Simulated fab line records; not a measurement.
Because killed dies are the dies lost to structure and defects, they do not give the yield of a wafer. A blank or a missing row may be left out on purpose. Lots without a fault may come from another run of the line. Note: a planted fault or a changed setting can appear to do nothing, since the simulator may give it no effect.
fab line records ; flow nandHarc
record: lots: 6; wafers: 18; lastDay: 22
route steps=1159 shown A_STAIRCASE@548 END@1159
lots that met no fault: taken from a fault-free run of the same line
startH: the number of hours between the record's first day and the start of the first shown wafer of the lot ; waitH: how many hours have passed since the lot's step before this one ; " as in the row above ; L1.1+2: one row covering several wafers at once ; - no value, or no start was given ; * or withheld: withheld ; < > ~ a bound
route shown NAME@n: NAME is a module with steps in the file, n the number in the route of the first one ; usual: the fault-free wafers' mean and standard deviation ; same: alike in all rows ; chamber/n: place in a boat ; sites: per-site readings ; _std_site: how widely they spread, as a standard deviation ; _edge_site: inner sites' mean taken away from outer sites' mean ; radiusMm: for every site, how far away it sits from the centre of the wafer ; mask NAME#n: copy n ; behind: the last tool/chamber to shape the wafer ; hold: cause of the lot's hold/its duration in hours/its outcome ; device: transistor that didn't switch, given as n, p or np ; end of line: the same wafers' tests at the end of the route ; a step given without rows: its recipe and nothing more ; killed: dies lost to structure and defects at the first sort, not the wafer's yield ; map: a wafer's dies, x killed, . not, _ none there
set.NAME: the setting as run; set.NAME@STEP: as run at that earlier step ; model.NAME: the simulator's own value behind a step, which no gauge read
a table for each step, a row for each wafer; lots at some steps of the route
services: when a tool's chamber went out of use (startH, in hours from the record's first day, below 0 if earlier), for how many hours, and the reason
== steps ==
step: NHARC_A_STAIRCASE_TRIM_12
recipe: timeS: 211.2; o2FlowSccm: 500; arFlowSccm: 0; biasW: 0; chemistry: O2
step: NHARC_A_STAIRCASE_ETCH_13
recipe: targetDepthA: 1000; timeS: 40.5; ionEnergyEv: 400; c4f8FlowSccm: 20; o2FlowSccm: 10; arFlowSccm: withheld; rfW: 600; biasW: 1000; chemistry: C4F8/O2
usual: biasW: 999.8/2.9; oesProductAu: 0.940/0.017; rfVppV: 897/4.5
same: timeS: 40.5
lot.wafer;tool;chamber;startH;waitH;biasW;oesProductAu;rfHoursCounterH;rfVppV
L560.1;rieDiel-11;3;-;-;997.1;0.922;18;902
L560.6;rieDiel-11;0;-;-;1002.3;0.938;-;901
L560.5;rieDiel-11;1;-;-;999.3;0.908;-;893
L561.3;rieDiel-01;0;-;-;1000.5;0.956;34;897
L561.4;rieDiel-01;1;-;-;998.6;0.963;32;889
L561.5;rieDiel-01;0;-;-;1002.2;0.949;-;898
L569.3;rieDiel-01;0;-;-;998.2;0.916;49;897
L569.6;rieDiel-01;0;-;-;998.3;0.925;-;899
L569.5;rieDiel-01;1;-;-;1001.8;0.926;-;890
L571.2;rieDiel-11;2;-;-;997.2;0.941;47;892
L571.4;rieDiel-11;3;-;-;1004.9;0.924;44;900
L571.5;rieDiel-11;2;-;-;998.6;0.945;-;891
L573.3;rieDiel-13;3;-;-;1003.5;0.933;13;893
L573.6;rieDiel-13;1;-;-;999.9;0.936;-;898
L573.5;rieDiel-13;2;-;-;1003.9;0.942;-;897
L574.1;rieDiel-01;1;-;-;997.5;0.963;2;888
L574.4;rieDiel-01;2;-;-;1005.0;0.953;1;901
L574.6;rieDiel-01;0;-;-;1001.5;0.913;-;898
step: NHARC_A_STAIRCASE_TRIM_14
recipe: timeS: 211.2; o2FlowSccm: 500; arFlowSccm: 0; biasW: 0; chemistry: O2
usual: drypumpMotorCurrentA: 5.7/0.38; mfcArSccm: 0.008/0.012; oesProductAu: 1.002/0.012; rfVppV: 57.9/0.93; showerheadPlenumPTorr: 3.57/0.13; throttleValvePct: 17.036/0.009
same: biasW: 0; timeS: 211.2
lot.wafer;tool;chamber;startH;waitH;drypumpMotorCurrentA;mfcArSccm;oesProductAu;rfHoursCounterH;rfVppV;showerheadPlenumPTorr;throttleValvePct
L560.1;rieDiel-11;1;-;-;5.8;0;0.983;18;55.7;3.46;17.038
L560.6;rieDiel-11;3;-;-;5.8;0.020;0.979;-;57.4;3.67;17.046
L560.5;rieDiel-11;0;-;-;5.4;0;1.000;-;58.9;3.71;17.032
L561.4;rieDiel-01;1;-;-;5.9;0.024;0.995;32;56.2;3.34;17.044
L561.3;rieDiel-01;2;-;-;5.8;0.035;1.000;37;58.8;3.71;17.030
L561.5;rieDiel-01;0;-;-;5.4;0.018;0.997;-;57.9;3.60;17.032
L569.3;rieDiel-01;1;-;-;5.9;0.024;1.001;48;56.5;3.33;17.037
L569.5;rieDiel-01;3;-;-;6.1;0;1.011;-;57.6;3.58;17.027
L569.6;rieDiel-01;0;-;-;5.3;0.018;1.001;-;58.7;3.59;17.030
L571.4;rieDiel-11;0;-;-;5.5;0;1.012;43;57.5;3.70;17.032
L571.2;rieDiel-11;3;-;-;5.8;0.020;0.974;44;58.1;3.65;17.027
L571.5;rieDiel-11;0;-;-;5.4;0;1.005;-;58.5;3.70;17.042
L573.3;rieDiel-13;2;-;-;5.2;0.000;1.009;14;59.1;3.56;17.051
L573.6;rieDiel-13;3;-;-;5.5;0;1.013;-;57.6;3.44;17.019
L573.5;rieDiel-13;0;-;-;6.6;0;1.027;-;58.4;3.77;17.043
L574.4;rieDiel-01;2;-;-;5.8;0.035;0.997;2;57.1;3.70;17.041
L574.1;rieDiel-01;0;-;-;5.3;0.018;0.981;3;58.4;3.58;17.031
L574.6;rieDiel-01;2;-;-;5.8;0.035;0.994;-;60.0;3.70;17.042
step: NHARC_A_STAIRCASE_ETCH_15
recipe: targetDepthA: 1000; timeS: 40.5; ionEnergyEv: 400; c4f8FlowSccm: 20; o2FlowSccm: 10; arFlowSccm: withheld; rfW: 600; biasW: 1000; chemistry: C4F8/O2
step: NHARC_A_STAIRCASE_TRIM_16
recipe: timeS: 211.2; o2FlowSccm: 500; arFlowSccm: 0; biasW: 0; chemistry: O2
step: NHARC_A_STAIRCASE_ETCH_17
recipe: targetDepthA: 1000; timeS: 40.5; ionEnergyEv: 400; c4f8FlowSccm: 20; o2FlowSccm: 10; arFlowSccm: withheld; rfW: 600; biasW: 1000; chemistry: C4F8/O2
usual: biasW: 1000/3.1; oesProductAu: 0.943/0.014; rfVppV: 897/4.8
same: timeS: 40.5
lot.wafer;tool;chamber;startH;waitH;biasW;oesProductAu;rfHoursCounterH;rfVppV
L560.1;rieDiel-11;1;-;-;1004;0.921;18;894
L560.5;rieDiel-11;3;-;-;1000;0.913;-;902
L560.6;rieDiel-11;0;-;-;1003;0.937;-;902
L561.3;rieDiel-01;0;-;-;1001;0.945;34;897
L561.4;rieDiel-01;1;-;-;998;0.933;33;887
L561.5;rieDiel-01;2;-;-;997;0.944;-;903
L569.3;rieDiel-01;2;-;-;1000;0.945;53;904
L569.6;rieDiel-01;1;-;-;1007;0.937;-;890
L569.5;rieDiel-01;2;-;-;999;0.939;-;902
L571.4;rieDiel-11;3;-;-;1000;0.935;45;900
L571.2;rieDiel-11;1;-;-;1003;0.946;44;894
L571.5;rieDiel-11;0;-;-;1000;0.950;-;903
L573.3;rieDiel-13;1;-;-;1006;0.936;14;898
L573.6;rieDiel-13;2;-;-;1000;0.947;-;899
L573.5;rieDiel-13;3;-;-;1000;0.950;-;893
L574.4;rieDiel-01;2;-;-;1001;0.926;2;902
L574.1;rieDiel-01;3;-;-;1001;0.932;2;899
L574.6;rieDiel-01;2;-;-;997;0.928;-;902
step: NHARC_A_STAIRCASE_TRIM_18
recipe: timeS: 211.2; o2FlowSccm: 500; arFlowSccm: 0; biasW: 0; chemistry: O2
usual: drypumpMotorCurrentA: 5.7/0.37; mfcArSccm: 0.008/0.012; oesProductAu: 1.002/0.013; rfVppV: 57.9/0.88; showerheadPlenumPTorr: 3.56/0.13; throttleValvePct: 17.036/0.009
same: biasW: 0; timeS: 211.2
lot.wafer;tool;chamber;startH;waitH;drypumpMotorCurrentA;mfcArSccm;oesProductAu;rfHoursCounterH;rfVppV;showerheadPlenumPTorr;throttleValvePct
L560.1;rieDiel-11;3;-;-;5.8;0.020;0.994;18;58.1;3.67;17.031
L560.5;rieDiel-11;0;-;-;5.4;0;1.000;-;56.6;3.71;17.038
L560.6;rieDiel-11;1;-;-;5.8;0;0.973;-;57.4;3.46;17.030
L561.4;rieDiel-01;2;-;-;5.8;0.035;1.012;37;59.0;3.71;17.043
L561.3;rieDiel-01;3;-;-;6.1;0;1.001;39;57.6;3.59;17.031
L561.5;rieDiel-01;1;-;-;5.9;0.024;0.996;-;57.9;3.34;17.027
L569.3;rieDiel-01;3;-;-;6.1;0;1.019;54;58.6;3.58;17.046
L569.5;rieDiel-01;0;-;-;5.4;0.018;0.996;-;57.4;3.59;17.036
L569.6;rieDiel-01;1;-;-;5.9;0.024;0.994;-;57.0;3.33;17.025
L571.2;rieDiel-11;1;-;-;5.8;0;0.977;44;58.9;3.44;17.041
L571.4;rieDiel-11;2;-;-;5.6;0.004;0.990;47;57.4;3.41;17.032
L571.5;rieDiel-11;0;-;-;5.4;0;0.989;-;58.5;3.70;17.035
L573.3;rieDiel-13;1;-;-;5.5;0;1.012;14;58.1;3.58;17.045
L573.6;rieDiel-13;3;-;-;5.5;0;1.003;-;58.4;3.44;17.048
L573.5;rieDiel-13;0;-;-;6.7;0;1.025;-;57.2;3.77;17.031
L574.1;rieDiel-01;3;-;-;6.1;0;0.975;2;59.4;3.58;17.042
L574.4;rieDiel-01;1;-;-;5.9;0.024;0.996;3;58.3;3.33;17.029
L574.6;rieDiel-01;3;-;-;6.1;0;0.978;-;57.6;3.58;17.037
step: NHARC_A_STAIRCASE_ETCH_19
recipe: targetDepthA: 1000; timeS: 40.5; ionEnergyEv: 400; c4f8FlowSccm: 20; o2FlowSccm: 10; arFlowSccm: withheld; rfW: 600; biasW: 1000; chemistry: C4F8/O2
step: NHARC_A_STAIRCASE_TRIM_20
recipe: timeS: 211.2; o2FlowSccm: 500; arFlowSccm: 0; biasW: 0; chemistry: O2
step: NHARC_A_STAIRCASE_ETCH_21
recipe: targetDepthA: 1000; timeS: 40.5; ionEnergyEv: 400; c4f8FlowSccm: 20; o2FlowSccm: 10; arFlowSccm: withheld; rfW: 600; biasW: 1000; chemistry: C4F8/O2
step: NHARC_A_STAIRCASE_TRIM_22
recipe: timeS: 211.2; o2FlowSccm: 500; arFlowSccm: 0; biasW: 0; chemistry: O2
step: NHARC_A_STAIRCASE_ETCH_23
recipe: targetDepthA: 1000; timeS: 40.5; ionEnergyEv: 400; c4f8FlowSccm: 20; o2FlowSccm: 10; arFlowSccm: withheld; rfW: 600; biasW: 1000; chemistry: C4F8/O2
usual: biasW: 1000/3; oesProductAu: 0.947/0.017; rfVppV: 897/4.5
same: timeS: 40.5
lot.wafer;tool;chamber;startH;waitH;biasW;oesProductAu;rfHoursCounterH;rfVppV
L560.1;rieDiel-13;3;244.73;-;1005;0.952;46;893
L560.6;rieDiel-13;1;244.73;-;1005;0.961;-;899
L560.5;rieDiel-13;2;244.73;-;994;0.957;-;897
L561.4;rieDiel-13;3;249.78;-;998;0.936;48;893
L561.3;rieDiel-13;0;249.78;-;1000;0.951;49;906
L561.5;rieDiel-13;2;249.78;-;1003;0.940;-;897
L569.3;rieDiel-13;1;289.19;-;1002;0.973;1;899
L569.6;rieDiel-13;2;289.19;-;1000;0.981;-;900
L569.5;rieDiel-13;3;289.19;-;1001;0.974;-;894
L571.4;rieDiel-11;2;318.83;-;1003;0.940;47;892
L571.2;rieDiel-11;1;318.83;-;997;0.933;44;893
L571.5;rieDiel-11;3;318.83;-;997;0.922;-;899
L573.3;rieDiel-13;1;322.76;-;1007;0.946;15;897
L573.5;rieDiel-13;0;322.76;-;1001;0.783;-;904
L573.6;rieDiel-13;1;322.76;-;996;0.949;-;897
L574.1;rieDiel-13;0;328.63;-;1000;0.798;16;904
L574.4;rieDiel-13;1;328.63;-;995;0.953;17;897
L574.6;rieDiel-13;2;328.63;-;1002;0.961;-;898
step: NHARC_A_STAIRCASE_TRIM_24
recipe: timeS: 211.2; o2FlowSccm: 500; arFlowSccm: 0; biasW: 0; chemistry: O2
usual: drypumpMotorCurrentA: 5.7/0.41; mfcArSccm: 0.006/0.01; oesProductAu: 1.003/0.013; rfVppV: 57.8/0.9; showerheadPlenumPTorr: 3.57/0.12; throttleValvePct: 17.037/0.0089
same: biasW: 0; timeS: 211.2
lot.wafer;tool;chamber;startH;waitH;drypumpMotorCurrentA;mfcArSccm;oesProductAu;rfHoursCounterH;rfVppV;showerheadPlenumPTorr;throttleValvePct
L560.1;rieDiel-13;1;-;-;5.5;0;0.996;45;58.6;3.59;17.032
L560.6;rieDiel-13;2;-;-;5.2;0.000;1.004;-;57.7;3.58;17.019
L560.5;rieDiel-13;3;-;-;5.5;0;0.988;-;57.3;3.45;17.032
L561.3;rieDiel-13;0;-;-;6.7;0;1.023;49;58.3;3.78;17.040
L561.4;rieDiel-13;1;-;-;5.5;0;1.010;49;58.0;3.59;17.034
L561.5;rieDiel-13;3;-;-;5.5;0;1.013;-;55.3;3.45;17.033
L569.3;rieDiel-13;0;-;-;6.7;0;1.021;2;58.6;3.77;17.046
L569.5;rieDiel-13;2;-;-;5.2;0.000;1.029;-;58.0;3.57;17.034
L569.6;rieDiel-13;3;-;-;5.4;0;1.000;-;57.2;3.45;17.021
L571.4;rieDiel-11;2;-;-;5.6;0.004;0.993;47;56.7;3.41;17.049
L571.2;rieDiel-11;3;-;-;5.8;0.020;0.984;45;59.2;3.65;17.033
L571.5;rieDiel-11;1;-;-;5.8;0;0.998;-;57.9;3.44;17.028
L573.3;rieDiel-13;3;-;-;5.5;0;0.999;14;57.2;3.44;17.044
L573.6;rieDiel-13;1;-;-;5.5;0;1.005;-;58.5;3.58;17.038
L573.5;rieDiel-13;2;-;-;5.2;0.000;1.013;-;57.5;3.56;17.026
L574.4;rieDiel-13;0;-;-;6.7;0;1.020;16;57.1;3.77;17.060
L574.1;rieDiel-13;3;-;-;5.5;0;1.003;17;55.9;3.44;17.031
L574.6;rieDiel-13;0;-;-;6.7;0;1.032;-;58.2;3.77;17.015
step: NHARC_END_SORT_01
recipe: tempC: 25
usual: killedAtArray: 27/9.9; killedAtOther: 0.5/0.76; killedAtPeriphery: 3.4/2.2; killedDies: 31/10; killedOpen: 3.3/2; killedShort: 2.0/1.5
same: grossDies: 677
lot.wafer;tool;chamber;startH;waitH;killedAtArray;killedAtOther;killedAtPeriphery;killedDies;killedOpen;killedShort
L573.5;prober-02;0;520.74;3.7;674;0;3;677;1;3
L574.1;prober-02;0;531.29;2.5;673;1;3;677;4;3
killed by level:class
L573.5 A_STAIRCASE:areaEtch=634 A_CHANNEL_HOLE_D1:chamberFilmFlake=27 A_CONTACT:chamberFilmFlake=6 P_GATE:chamberFilmFlake=2 A_STAIRCASE:chamberFilmFlake=2 A_CHANNEL_FILL_D1:geometricParticle:short=1 A_WL_FILL:geometricParticle:short=1 A_CONTACT:geometricParticle:short=1
L574.1 A_STAIRCASE:areaEtch=635 A_SLIT:chamberFilmFlake=18 A_CHANNEL_HOLE_D1:chamberFilmFlake=6 A_STAIRCASE:chamberFilmFlake=4 A_CONTACT:geometricParticle:open=2 P_CONTACT:chamberFilmFlake=2 A_ZERO_WELL:chamberFilmFlake=2 A_CONTACT:chamberFilmFlake=2
map L573.5 (x killed, . not)
____________x____________
_________xxxxxxx_________
_______xxxxxxxxxxx_______
______xxxxxxxxxxxxx______
_____xxxxxxxxxxxxxxx_____
____xxxxxxxxxxxxxxxxx____
____xxxxxxxxxxxxxxxxx____
___xxxxxxxxxxxxxxxxxxx___
___xxxxxxxxxxxxxxxxxxx___
__xxxxxxxxxxxxxxxxxxxxx__
__xxxxxxxxxxxxxxxxxxxxx__
_xxxxxxxxxxxxxxxxxxxxxxx_
_xxxxxxxxxxxxxxxxxxxxxxx_
_xxxxxxxxxxxxxxxxxxxxxxx_
_xxxxxxxxxxxxxxxxxxxxxxx_
_xxxxxxxxxxxxxxxxxxxxxxx_
xxxxxxxxxxxxxxxxxxxxxxxxx
xxxxxxxxxxxxxxxxxxxxxxxxx
xxxxxxxxxxxxxxxxxxxxxxxxx
xxxxxxxxxxxxxxxxxxxxxxxxx
xxxxxxxxxxxxxxxxxxxxxxxxx
_xxxxxxxxxxxxxxxxxxxxxxx_
_xxxxxxxxxxxxxxxxxxxxxxx_
_xxxxxxxxxxxxxxxxxxxxxxx_
_xxxxxxxxxxxxxxxxxxxxxxx_
_xxxxxxxxxxxxxxxxxxxxxxx_
__xxxxxxxxxxxxxxxxxxxxx__
__xxxxxxxxxxxxxxxxxxxxx__
___xxxxxxxxxxxxxxxxxxx___
___xxxxxxxxxxxxxxxxxxx___
____xxxxxxxxxxxxxxxxx____
____xxxxxxxxxxxxxxxxx____
_____xxxxxxxxxxxxxxx_____
______xxxxxxxxxxxxx______
_______xxxxxxxxxxx_______
_________xxxxxxx_________
____________x____________
map L574.1 (x killed, . not)
____________x____________
_________xxxxxxx_________
_______xxxxxxxxxxx_______
______xxxxxxxxxxxxx______
_____xxxxxxxxxxxxxxx_____
____xxxxxxxxxxxxxxxxx____
____xxxxxxxxxxxxxxxxx____
___xxxxxxxxxxxxxxxxxxx___
___xxxxxxxxxxxxxxxxxxx___
__xxxxxxxxxxxxxxxxxxxxx__
__xxxxxxxxxxxxxxxxxxxxx__
_xxxxxxxxxxxxxxxxxxxxxxx_
_xxxxxxxxxxxxxxxxxxxxxxx_
_xxxxxxxxxxxxxxxxxxxxxxx_
_xxxxxxxxxxxxxxxxxxxxxxx_
_xxxxxxxxxxxxxxxxxxxxxxx_
xxxxxxxxxxxxxxxxxxxxxxxxx
xxxxxxxxxxxxxxxxxxxxxxxxx
xxxxxxxxxxxxxxxxxxxxxxxxx
xxxxxxxxxxxxxxxxxxxxxxxxx
xxxxxxxxxxxxxxxxxxxxxxxxx
_xxxxxxxxxxxxxxxxxxxxxxx_
_xxxxxxxxxxxxxxxxxxxxxxx_
_xxxxxxxxxxxxxxxxxxxxxxx_
_xxxxxxxxxxxxxxxxxxxxxxx_
_xxxxxxxxxxxxxxxxxxxxxxx_
__xxxxxxxxxxxxxxxxxxxxx__
__xxxxxxxxxxxxxxxxxxxxx__
___xxxxxxxxxxxxxxxxxxx___
___xxxxxxxxxxxxxxxxxxx___
____xxxxxxxxxxxxxxxxx____
____xxxxxxxxxxxxxxxxx____
_____xxxxxxxxxxxxxxx_____
______xxxxxxxxxxxxx______
_______xxxxxxxxxxx_______
_________xxxxxxx_________
____________x____________
== services ==
tool;chamber;startH;hours;kind
rieDiel-13;0;232.08;-;clean
rieDiel-13;1;232.08;-;clean
rieDiel-13;2;232.08;-;clean
rieDiel-13;3;232.08;-;clean
rieDiel-13;0;256.58;-;clean
rieDiel-13;1;256.58;-;clean
rieDiel-13;2;256.58;-;clean
rieDiel-13;3;256.58;-;clean
rieDiel-13;-;276.27;9.0;pm
rieDiel-13;0;276.27;9.0;ventCycle
rieDiel-13;1;276.27;9.0;ventCycle
rieDiel-13;2;276.27;9.0;ventCycle
rieDiel-13;3;276.27;9.0;ventCycle
rieDiel-13;0;285.27;-;clean
rieDiel-13;1;285.27;-;clean
rieDiel-13;1;285.27;-;consumableReplace:focusRing
rieDiel-13;2;285.27;-;clean
rieDiel-13;3;285.27;-;clean
rieDiel-13;3;285.27;-;consumableReplace:focusRing
rieDiel-01;2;296.42;3.8;repair
rieDiel-13;0;309.77;-;clean
rieDiel-13;1;309.77;-;clean
rieDiel-13;2;309.77;-;clean
rieDiel-01;-;314.88;9.0;pm
== key ==
firstSign: step: NHARC_A_STAIRCASE_ETCH_23; reading: oesProductAu; direction: down; sigmas: 9.5; usual: 0.947; struck: 0.790
effect: step: NHARC_END_SORT_01; reading: killedAtArray; direction: up; sigmas: 65; usual: 27; struck: 674
moreKillsBornAt: NHARC_A_STAIRCASE_ETCH_23@rieDiel-13: 1269
metAt NHARC_A_STAIRCASE_ETCH_23
struckWafers L573.5,L574.1
laterRowsLeftOut L573.5,L574.1
testerLeftOut L573,L574
onsetBetween 289.19 322.76
fault: kind: processParameterDrift; tool: rieDiel-13; chamber: -; onsetH: 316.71; steps: NHARC_A_STAIRCASE_ETCH_23; channel: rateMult; offset: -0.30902; shape: step; endH: 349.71; scope: struckWafersOnly
testerLeftOut: of these lots the tester's yield and bins aren't shown, on N5 and GAA mostly nor the transistor test; their killed dies are dies lost to structure and defects alone, not to doping, threshold or leakage, so they don't give the yield
laterRowsLeftOut: the simulator's readings of these wafers behind a module that went badly wrong aren't trusted and aren't shown, but for the sort
